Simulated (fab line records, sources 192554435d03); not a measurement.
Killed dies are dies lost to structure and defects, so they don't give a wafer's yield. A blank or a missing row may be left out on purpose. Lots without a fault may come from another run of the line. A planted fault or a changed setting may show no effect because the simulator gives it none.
A struck lot beside a sound one | flow n5_finfet | 15 steps out of a route of 1938
Sound: wafers L868.1, L868.3, L868.6. Struck: wafers L873.1, L873.2, L873.3. The cause comes at the end.
At each step with rows: each side's tool, then ch and its chambers, then its first start. Under that, the readings that differ: sound wafers | struck wafers | difference of the means | sigmas: that difference in standard deviations of wafers without a fault.
alike: readings whose means differ by less than 2 such deviations, and words and numbers that are the same on both sides. not compared: withheld readings, readings that some wafer has no value for, bounds like >300 that may hide the same value, and numbers for which the record gives no deviation and whose values overlap.
The two part at a step that has a row with sigmas, a row that says differs or no value, or rows on one side only. Numbers that don't overlap but have no deviation are shown without sigmas and don't part them. A reading that every wafer of one side lacks parts them only if that side has two wafers or more.

first, 8 steps without rows for these wafers: N5_BEOL_M6_COAT_64 (time 60 s, resist thk 12 nm); N5_BEOL_M6_COAT_71 (time 60 s, resist thk 5 nm); N5_BEOL_M6_COAT_22 (resist thk 30 nm); N5_BEOL_M6_EBR_24; N5_BEOL_M6_SOFTBAKE_23 (time 60 s); N5_BEOL_M6_EXPOSE_25 (exposes mask V5, target cd 40 nm); N5_BEOL_M6_PEB_26 (peb time 60 s); N5_BEOL_M6_DEVELOP_27 (develop time 30 s).
N5_BEOL_M6_CD_MEAS_28: target cd 40 nm.
  sound on cd_sem-02 ch 0, day 12 14:26; struck on cd_sem-01 ch 0, day 13 11:31
  alike: cd_nm
N5_BEOL_M6_OVL_MEAS_29:
  sound on overlay-02 ch 0, day 12 14:28; struck on overlay-02 ch 0, day 13 11:32
  reading     | sound          | struck      | difference | sigmas
  V5_OVL (nm) | -2.4 -2.2 -1.6 | 0.2 0.3 0.4 | +2.4       | +3
N5_BEOL_M6_INSPECT_30: inspects for defects (brightfield).
  sound on defect_inspect-02, day 12 14:32; struck on defect_inspect-01, day 13 11:36
  alike: raw_defect_count
N5_BEOL_M6_DESCUM_33: chemistry O2, time 7 s.
  sound on rie_diel-03 ch 2,3, day 12 14:34; struck on rie_diel-03 ch 0,1,3, day 13 11:42
  alike: drypump_motor_current_A, oes_product_au, rf_vpp_V, showerhead_plenum_p_Torr, throttle_valve_pct
  not compared: rf_hours_counter_h
N5_BEOL_M6_ETCH_72: etches underlayer in N2/H2, target depth 6.5 nm, time 5.2 s.
  sound on rie_diel-03 ch 2,3, day 12 14:36; struck on rie_diel-03 ch 0,1,3, day 13 11:44
  no value came back on the struck wafers for any of 8 readings (bias_w (W), chamber_pressure_mTorr (mTorr) and others); on the sound wafers bias_w (W) reads 150.5 149.8 149.6
  not compared: rf_hours_counter_h
N5_BEOL_M6_ETCH_65: etches SiARC in CF4, target depth 15.6 nm, time 26 s.
  sound on rie_diel-03 ch 2,3, day 12 14:37; struck on rie_diel-03 ch 0,1,3, day 13 11:45
  alike: bias_w, cf4_flow_sccm, drypump_motor_current_A, etch_rf_on_time_s, oes_product_au, rf_vpp_V, showerhead_plenum_p_Torr, throttle_valve_pct
  not compared: rf_hours_counter_h
-- the record jumps here: 4 days lie between the struck wafers' starts before and after (it left off in module BEOL_M6 and takes up again in module PASSIVATION, whose first step shown is number 1936 of the route) --
N5_PASSIVATION_PROBE_49:
  sound on prober-01, day 16 11:57; struck on prober-02, day 17 14:40
  alike: defect_limited_yield, killed_at_M0_to_M3, killed_at_M4_up, killed_at_contacts, killed_at_front_end, killed_at_other, killed_dies, killed_open, killed_short, sort_bin_5_function, sort_bin_6_memory, sort_bin_8_speed, sort_n_pass, sort_yield_pct

WHERE THEY PART
First at N5_BEOL_M6_OVL_MEAS_29; last, within this record, at N5_BEOL_M6_ETCH_72. Later steps at which nothing parts them and some readings are alike: N5_BEOL_M6_ETCH_65, N5_PASSIVATION_PROBE_49.

WHY: what the simulator had put in
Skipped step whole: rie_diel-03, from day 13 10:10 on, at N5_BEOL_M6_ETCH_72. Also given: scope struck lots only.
